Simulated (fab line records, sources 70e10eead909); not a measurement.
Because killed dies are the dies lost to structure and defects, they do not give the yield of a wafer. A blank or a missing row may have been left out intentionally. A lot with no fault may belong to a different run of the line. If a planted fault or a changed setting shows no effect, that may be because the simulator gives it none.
fab line records	flow nand_harc
record: lots: 14	wafers: 41	last_day: 23
route steps=1159 shown A_STAIRCASE@734 A_SGD_CUT@747 END@1159
lots with no fault: from the same line, run without faults
start_h: hours from the record's first day to the start of the lot's first wafer shown	wait_h: hours elapsed since this lot's preceding step	" same as the row above	L1.1+2: a row that stands for several wafers	- no value, or no start given	* or withheld: withheld	< > ~ a bound
route shown NAME@n: NAME is a module with steps in the file, n the number in the route of the first one	usual: the fault-free wafers' mean and standard deviation	same: alike in all rows	chamber/n: place in a boat	sites: each site's reading	_std_site: the values' standard deviation	_edge_site: outer sites' mean less inner sites'	radius_mm: how far each site lies from the wafer's centre	mask NAME#n: copy n	behind: tool/chamber where the wafer was last shaped	hold: cause of the lot's hold/its duration in hours/its outcome	device: the n, p or np transistor that did not switch	end of line: the route-end tests of the same wafers	a step given without rows: its recipe and nothing more	killed: dies that structure and defects cost at the first sort, which is not the same as the wafer's yield	map: a wafer's dies, marking killed ones x, the rest . and places with no die _
set.NAME: the setting that was run; set.NAME@STEP: the one run at that earlier step	model.NAME: the simulator's own value behind a step, which no gauge read
a sample of lots followed through the steps of the route, with each step as a table and each wafer as a row
services: when a tool's chamber went out of use (start_h, in hours from the record's first day, below 0 if earlier), for how many hours, and the reason
== steps ==
step: NHARC_A_STAIRCASE_CMP_152
usual: motor_current_A: 11.7/1.3
lot.wafer	tool	chamber	start_h	wait_h	motor_current_A
L658.1	cmp-02	1	308.97	0.1	13.1
L658.2	"	3	"	"	9.7
L658.6	"	2	"	"	11.3
L660.4	cmp-01	3	323.36	0.1	12.2
L660.1	"	0	"	"	10.6
L660.5	"	0	"	"	10.5
L661.3	cmp-02	1	323.52	0.1	12.5
L661.4	"	2	"	"	11.8
L661.5	"	3	"	"	9.8
L664.1	cmp-01	2	330.63	0.1	11.7
L664.4	"	0	"	"	10.7
L664.6	"	2	"	"	11.5
L663.3	cmp-02	2	330.95	0.1	11.3
L663.6	"	0	"	"	10.2
L663.5	"	1	"	"	12.7
L667.2	cmp-01	1	344.02	0.1	11.4
L667.6	"	2	"	"	11.5
L667.5	"	3	"	"	12.7
L666.1	cmp-02	2	344.16	0.1	11.4
L666.3	"	3	"	"	9.8
L666.5	"	0	"	"	11.0
L665.1	cmp-01	0	355.75	0.1	10.5
L665.2	"	1	"	"	11.6
L665.5	"	0	"	"	10.5
L668.4	cmp-03	0	367.63	0.1	14.0
L668.1	"	2	"	"	12.4
L668.5	"	0	"	"	13.7
L669.1	cmp-01	0	367.95	0.1	10.1
L669.6	"	1	"	"	12.0
L669.5	"	2	"	"	12.1
L672.2	cmp-03	1	386.90	0.1	12.0
L672.4	"	3	"	"	10.3
L672.6	"	1	"	"	12.4
L674.4	cmp-03	2	405.55	0.1	12.5
L674.2	"	3	"	"	9.3
L674.6	"	1	"	"	12.0
L677.1	cmp-03	0	405.84	0.1	14.0
L677.2	"	2	"	"	12.9
L675.3	cmp-03	0	407.51	0.1	14.1
L675.1	"	2	"	"	12.2
L675.6	"	0	"	"	13.5
step: NHARC_A_SGD_CUT_DEP_00
recipe: target_thk_a: 500	temp_c: 400	target_thk_nm: 50	flow_sccm: 200	rf_w: 450	material: SiNx
usual: heater_power_w: 689/82
lot.wafer	tool	chamber	start_h	wait_h	heater_power_w	since_wet_clean_h
L658.1	pecvd-03	2	311.15	0.1	795	6
L658.2	"	1	"	"	705	6
L658.6	"	1	"	"	703	-
L660.1	pecvd-01	0	325.22	0.1	667	75
L660.4	"	0	"	"	653	-
L660.5	"	1	"	"	747	-
L661.3	pecvd-03	0	325.36	0.1	594	20
L661.5	"	1	"	"	766	-
L661.4	"	2	"	"	703	-
L664.1	pecvd-02	2	332.59	0.1	745	166
L664.6	"	1	"	"	692	-
L664.4	"	2	"	"	755	-
L663.3	pecvd-03	1	332.74	0.1	708	27
L663.5	"	2	"	"	823	-
L663.6	"	0	"	"	548	-
L667.2	pecvd-01	0	346.01	0.1	681	96
L667.6	"	0	"	"	703	-
L667.5	"	2	"	"	627	-
L666.3	pecvd-03	0	346.02	0.1	565	41
L666.1	"	2	"	"	756	41
L666.5	"	2	"	"	768	-
L665.2	pecvd-02	2	357.55	0.1	727	10
L665.1	"	1	"	"	627	10
L665.5	"	2	"	"	721	-
L668.1	pecvd-03	0	369.44	0.1	626	64
L668.4	"	2	"	"	685	-
L668.5	"	1	"	"	654	-
L669.1	pecvd-03	1	369.87	0.1	649	65
L669.6	"	0	"	"	649	-
L669.5	"	1	"	"	657	-
L672.2	pecvd-01	0	388.68	0.1	691	139
L672.4	"	0	"	"	687	-
L672.6	"	1	"	"	729	-
L674.2	pecvd-03	0	407.42	0.1	590	102
L674.6	"	0	"	"	591	-
L674.4	"	2	"	"	785	-
L677.2	pecvd-02	0	407.66	0.1	730	60
L677.1	"	1	"	"	632	60
L675.1	pecvd-01	0	409.41	0.1	667	159
L675.3	"	1	"	"	675	159
L675.6	"	1	"	"	704	-
step: NHARC_A_SGD_CUT_INSPECT_11
usual: raw_defect_count: 18/9.3
lot.wafer	tool	chamber	start_h	wait_h	raw_defect_count
L658.1	defect_inspect-01	-	311.86	0.0	17
L658.2	"	-	"	"	18
L658.6	"	-	"	"	18
L660.1	defect_inspect-01	-	326.06	0.0	39
L660.4	"	-	"	"	19
L660.5	"	-	"	"	24
L661.3	defect_inspect-02	-	326.25	0.0	24
L661.4	"	-	"	"	20
L661.5	"	-	"	"	22
L664.1	defect_inspect-02	-	333.42	0.0	26
L664.4	"	-	"	"	30
L664.6	"	-	"	"	23
L663.3	defect_inspect-02	-	333.59	0.0	13
L663.5	"	-	"	"	18
L663.6	"	-	"	"	9
L667.2	defect_inspect-02	-	346.85	0.0	25
L667.5	"	-	"	"	33
L667.6	"	-	"	"	21
L666.1	defect_inspect-02	-	347.01	0.0	10
L666.3	"	-	"	"	10
L666.5	"	-	"	"	8
L665.1	defect_inspect-02	-	358.39	0.0	12
L665.2	"	-	"	"	11
L665.5	"	-	"	"	12
L668.1	defect_inspect-01	-	370.13	0.0	18
L668.4	"	-	"	"	35
L668.5	"	-	"	"	31
L669.1	defect_inspect-02	-	370.69	0.0	6
L669.5	"	-	"	"	11
L669.6	"	-	"	"	5
L672.2	defect_inspect-01	-	389.54	0.0	8
L672.4	"	-	"	"	13
L672.6	"	-	"	"	8
L674.2	defect_inspect-01	-	408.27	0.0	7
L674.4	"	-	"	"	4
L674.6	"	-	"	"	12
L677.1	defect_inspect-02	-	408.51	0.0	13
L677.2	"	-	"	"	20
L675.1	defect_inspect-01	-	410.23	0.0	27
L675.3	"	-	"	"	32
L675.6	"	-	"	"	28
step: NHARC_A_SGD_CUT_ETCH_58
recipe: target_depth_a: 390	over_etch_frac: 0.3	time_s: 65	ion_energy_ev: 80	cf4_flow_sccm: 150	ar_flow_sccm: 0	rf_w: 300	bias_w: 100	chemistry: CF4
usual: drypump_motor_current_A: 5.8/0.54	oes_product_au: 0.997/0.012	rf_vpp_V: 151.0/1.2	showerhead_plenum_p_Torr: 1.74/0.066	throttle_valve_pct: 13.285/0.0091
lot.wafer	tool	chamber	start_h	wait_h	drypump_motor_current_A	oes_product_au	rf_hours_counter_h	rf_vpp_V	showerhead_plenum_p_Torr	throttle_valve_pct
L658.1	rie_diel-13	1	312.01	0.1	4.8	0.990	1	149.8	1.72	13.297
L658.2	"	2	"	"	5.4	1.012	1	150.7	1.85	13.289
L658.6	"	1	"	"	4.8	0.984	-	150.3	1.72	13.278
L660.1	rie_diel-13	0	326.22	0.1	5.9	0.994	3	150.1	1.66	13.297
L660.4	"	2	"	"	5.4	1.012	3	151.4	1.85	13.283
L660.5	"	3	"	"	5.4	0.999	-	150.2	1.70	13.287
L661.4	rie_diel-01	0	326.42	0.1	5.3	1.024	1	150.4	1.67	13.293
L661.3	"	1	"	"	6.6	0.998	0	151.5	1.75	13.276
L661.5	"	3	"	"	5.9	1.010	-	150.2	1.69	13.283
L664.1	rie_diel-01	1	333.60	0.1	6.6	0.993	1	151.4	1.75	13.303
L664.4	"	3	"	"	5.9	1.003	-	151.3	1.69	13.304
L664.6	"	1	"	"	6.6	0.994	-	149.3	1.75	13.288
L663.3	rie_diel-05	1	333.74	0.1	6.3	0.976	17	150.9	1.85	13.292
L663.5	"	0	"	"	6.4	0.991	-	150.7	1.77	13.297
L663.6	"	1	"	"	6.4	0.969	-	151.9	1.85	13.277
L667.2	rie_diel-01	1	347.01	0.1	6.6	1.003	3	151.3	1.75	13.284
L667.6	"	3	"	"	5.9	1.010	-	151.2	1.69	13.289
L667.5	"	0	"	"	5.3	1.001	-	150.0	1.67	13.298
L666.1	rie_diel-13	0	347.17	0.1	5.9	0.985	8	149.6	1.66	13.288
L666.3	"	1	"	"	4.8	0.999	7	151.0	1.72	13.295
L666.5	"	2	"	"	5.4	1.005	-	151.3	1.84	13.280
L665.2	rie_diel-01	3	358.57	0.1	5.9	1.012	5	150.8	1.69	13.290
L665.1	"	0	"	"	5.3	1.016	5	150.4	1.67	13.272
L665.5	"	0	"	"	5.3	1.011	-	151.8	1.67	13.285
L668.4	rie_diel-13	0	370.29	0.1	5.8	0.987	8	151.2	1.66	13.280
L668.1	"	1	"	"	4.8	1.002	8	150.4	1.71	13.291
L668.5	"	3	"	"	5.4	0.995	-	151.4	1.70	13.294
L669.1	rie_diel-05	0	370.84	0.1	6.4	0.982	1	150.5	1.77	13.287
L669.6	"	3	"	"	6.2	1.005	-	151.3	1.71	13.277
L669.5	"	0	"	"	6.4	0.984	-	151.7	1.77	13.276
L672.2	rie_diel-13	0	389.68	0.1	5.9	0.996	9	150.1	1.66	13.291
L672.4	"	2	"	"	5.3	1.013	8	153.0	1.84	13.290
L672.6	"	0	"	"	5.9	0.995	-	149.3	1.66	13.274
L674.2	rie_diel-13	2	408.42	0.1	5.4	1.002	9	152.2	1.84	13.261
L674.4	"	3	"	"	5.4	0.997	10	150.5	1.70	13.286
L674.6	"	1	"	"	4.8	0.999	-	150.4	1.71	13.295
L677.2	rie_diel-05	2	408.66	0.1	5.5	0.811	4	152.5	1.83	13.294
L677.1	"	0	"	"	6.4	0.793	5	152.0	1.77	13.292
L675.3	rie_diel-05	1	410.38	0.1	6.3	0.989	4	151.1	1.85	13.272
L675.1	"	0	"	"	6.4	0.797	5	151.5	1.77	13.278
L675.6	"	2	"	"	5.4	0.998	-	151.3	1.83	13.277
step: NHARC_END_SORT_01
recipe: temp_c: 25
usual: killed_at_array: 29/8.4	killed_at_other: 0.7/1.2	killed_at_periphery: 3.8/2.1	killed_dies: 33/9	killed_open: 3.4/2	killed_short: 2.1/1.4
same: gross_dies: 677
lot.wafer	tool	chamber	start_h	wait_h	killed_at_array	killed_at_other	killed_at_periphery	killed_dies	killed_open	killed_short
L661.3	prober-01	0	481.45	3.1	36	1	2	39	3	2
L661.4	prober-01	0	482.25	3.4	26	0	5	31	6	1
L661.5	prober-01	0	483.06	3.7	34	1	3	38	2	2
L663.3	prober-02	0	504.86	3.1	15	0	1	16	2	0
L663.5	prober-02	0	506.47	3.7	21	0	2	23	0	4
L663.6	prober-02	0	507.28	4.0	12	0	3	15	5	2
L665.1	prober-02	0	511.09	2.5	30	0	3	33	3	0
L665.2	prober-02	0	511.90	2.8	24	2	3	29	3	1
L665.5	prober-02	0	514.31	3.7	26	0	2	28	1	1
L675.1	prober-01	0	542.48	2.5	580	0	5	585	6	2
L675.3	prober-01	0	544.08	3.1	26	4	3	33	1	1
L675.6	prober-01	0	546.48	4.0	29	3	4	36	4	2
L677.1	prober-02	0	550.04	2.5	543	2	2	547	1	3
L677.2	prober-02	0	550.83	2.8	607	0	5	612	5	5
killed by level:class
L661.3 A_CHANNEL_HOLE_D1:chamber_film_flake=19 A_SLIT:chamber_film_flake=10 A_CONTACT:geometric_particle:open=2 A_STAIRCASE:chamber_film_flake=2 A_CONTACT:chamber_film_flake=2 P_M1:geometric_particle:open=1 A_CONTACT:geometric_particle:short=1 STARTING-WAFER:geometric_particle:short=1
L661.4 A_CHANNEL_HOLE_D1:chamber_film_flake=12 A_SLIT:chamber_film_flake=6 P_GATE:geometric_particle:open=2 P_CONTACT:geometric_particle:open=2 A_CONTACT:chamber_film_flake=2 A_SGD_CUT:chamber_film_flake=2 A_ONON_D1:geometric_particle:short=1 A_CONTACT:geometric_particle:open=1
L661.5 A_CHANNEL_HOLE_D1:chamber_film_flake=13 A_SLIT:chamber_film_flake=12 A_CONTACT:chamber_film_flake=4 A_WL_FILL:geometric_particle:short=2 P_BONDPAD:chamber_film_flake=2 A_STAIRCASE:chamber_film_flake=2 A_CONTACT:geometric_particle:open=1 STARTING-WAFER:geometric_particle:open=1
L663.3 A_CHANNEL_HOLE_D1:chamber_film_flake=6 A_CONTACT:chamber_film_flake=4 A_STAIRCASE:chamber_film_flake=2 P_CONTACT:geometric_particle:open=1 A_BLC:geometric_particle:open=1 A_ZERO_WELL:chamber_film_flake=1 A_CHANNEL_FILL_D1:chamber_film_flake=1
L663.5 A_CHANNEL_HOLE_D1:chamber_film_flake=8 A_ONON_D1:geometric_particle:short=4 A_STAIRCASE:chamber_film_flake=4 A_CONTACT:chamber_film_flake=3 P_STI:chamber_film_flake=2 A_ZERO_WELL:chamber_film_flake=2
L663.6 A_CHANNEL_HOLE_D1:chamber_film_flake=4 P_CONTACT:geometric_particle:open=2 A_CONTACT:chamber_film_flake=2 P_STI:geometric_particle:open=1 A_ONON_D1:geometric_particle:short=1 A_CHANNEL_FILL_D1:geometric_particle:short=1 A_CONTACT:geometric_particle:open=1 A_BLC:geometric_particle:open=1
L665.1 A_SLIT:chamber_film_flake=16 A_CHANNEL_HOLE_D1:chamber_film_flake=8 A_CONTACT:geometric_particle:open=2 A_STAIRCASE:chamber_film_flake=2 P_CONTACT:geometric_particle:open=1 P_STI:chamber_film_flake=1 P_CONTACT:chamber_film_flake=1 A_WL_FILL:chamber_film_flake=1
L665.2 A_SLIT:chamber_film_flake=10 A_STAIRCASE:chamber_film_flake=3 A_CONTACT:chamber_film_flake=3 A_BLC:geometric_particle:open=2 A_ZERO_WELL:chamber_film_flake=2 A_CHANNEL_HOLE_D1:chamber_film_flake=2 THIN_TSV:chamber_film_flake=2 A_CHANNEL_HOLE_D1:geometric_particle:open=1
L665.5 A_SLIT:chamber_film_flake=14 A_CHANNEL_HOLE_D1:chamber_film_flake=6 A_CHANNEL_FILL_D1:geometric_particle:short=1 A_CONTACT:geometric_particle:open=1 P_STI:chamber_film_flake=1 P_CONTACT:chamber_film_flake=1 A_ZERO_WELL:chamber_film_flake=1 A_STAIRCASE:chamber_film_flake=1
L675.1 A_SGD_CUT:area_etch=548 A_CHANNEL_HOLE_D1:chamber_film_flake=20 A_ONON_D1:geometric_particle:open=2 A_CONTACT:geometric_particle:open=2 P_STI:chamber_film_flake=2 A_CONTACT:chamber_film_flake=2 A_BLC:chamber_film_flake=2 P_GATE:geometric_particle:short=1
L675.3 A_CHANNEL_HOLE_D1:chamber_film_flake=17 A_CONTACT:chamber_film_flake=4 THIN_TSV:chamber_film_flake=4 P_GATE:chamber_film_flake=2 A_ZERO_WELL:chamber_film_flake=2 A_CONTACT:geometric_particle:open=1 A_M0:geometric_particle:short=1 P_STI:chamber_film_flake=1
L675.6 A_CHANNEL_HOLE_D1:chamber_film_flake=20 THIN_TSV:chamber_film_flake=3 A_WL_FILL:geometric_particle:short=2 A_SLIT:chamber_film_flake=2 A_CONTACT:chamber_film_flake=2 P_CONTACT:geometric_particle:open=1 P_M2:geometric_particle:open=1 A_WL_FILL:geometric_particle:open=1
L677.1 A_SGD_CUT:area_etch=525 A_CHANNEL_HOLE_D1:chamber_film_flake=10 A_STAIRCASE:chamber_film_flake=3 A_CONTACT:chamber_film_flake=2 THIN_TSV:chamber_film_flake=2 P_CONTACT:geometric_particle:short=1 P_M1:geometric_particle:short=1 A_CHANNEL_HOLE_D1:geometric_particle:open=1
L677.2 A_SGD_CUT:area_etch=577 A_CHANNEL_HOLE_D1:chamber_film_flake=10 A_STAIRCASE:chamber_film_flake=7 A_WL_FILL:chamber_film_flake=3 A_CONTACT:chamber_film_flake=2 P_GATE:geometric_particle:open=1 P_CONTACT:geometric_particle:open=1 P_M0:geometric_particle:short=1
== services ==
tool	chamber	start_h	hours	kind
pecvd-03	-	292.36	13.0	pm
pecvd-03	0	292.36	13.0	vent_cycle
pecvd-03	1	292.36	13.0	vent_cycle
pecvd-03	2	292.36	13.0	vent_cycle
rie_diel-13	2	297.51	2.9	repair
cmp-01	-	297.73	3.8	repair
cmp-01	-	303.38	2.4	repair
pecvd-03	0	305.36	-	clean
pecvd-03	1	305.36	-	clean
rie_diel-01	-	314.80	9.0	pm
cmp-03	-	322.11	5.5	repair
cmp-02	-	324.64	4.0	pm
rie_diel-01	2	332.50	1.7	repair
pecvd-02	-	334.48	13.0	pm
rie_diel-05	-	340.80	9.0	pm
cmp-03	-	351.78	4.2	repair
rie_diel-01	2	352.27	9.4	repair
cmp-03	-	356.02	4.0	pm
cmp-01	-	375.65	4.0	pm
pecvd-03	0	383.30	13.1	repair
cmp-02	-	387.63	2.8	repair
cmp-02	-	391.22	4.1	repair
rie_diel-01	2	400.87	3.2	repair
rie_diel-05	-	402.94	0.5	repair
== key ==
first_sign: step: NHARC_A_SGD_CUT_ETCH_58	reading: oes_product_au	direction: down	sigmas: 16	usual: 0.997	struck: 0.800
effect: step: NHARC_END_SORT_01	reading: killed_at_array	direction: up	sigmas: 65	usual: 29	struck: 577
more_kills_born_at: NHARC_A_SGD_CUT_ETCH_58@rie_diel-05: 1650
met_at NHARC_A_SGD_CUT_ETCH_58
struck_lots L675,L677
struck_wafers L675.1,L677.1,L677.2
later_rows_left_out L675.1,L677.1,L677.2
tester_left_out L675,L677
not_acting_at NHARC_A_STAIRCASE_CMP_152,NHARC_A_SGD_CUT_DEP_00,NHARC_A_SGD_CUT_INSPECT_11
onset_between 370.84 408.66
fault: kind: process_parameter_drift	tool: rie_diel-05	chamber: -	onset_h: 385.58	steps: NHARC_A_SGD_CUT_ETCH_58	channel: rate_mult	offset: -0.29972	shape: step	end_h: 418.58	scope: struck_wafers_only
tester_left_out: of these lots the tester's yield and bins aren't shown, on N5 and GAA mostly nor the transistor test; their killed dies are dies lost to structure and defects alone, not to doping, threshold or leakage, so they don't give the yield
later_rows_left_out: the simulator's readings of these wafers behind a module that went badly wrong aren't trusted and aren't shown, but for the sort
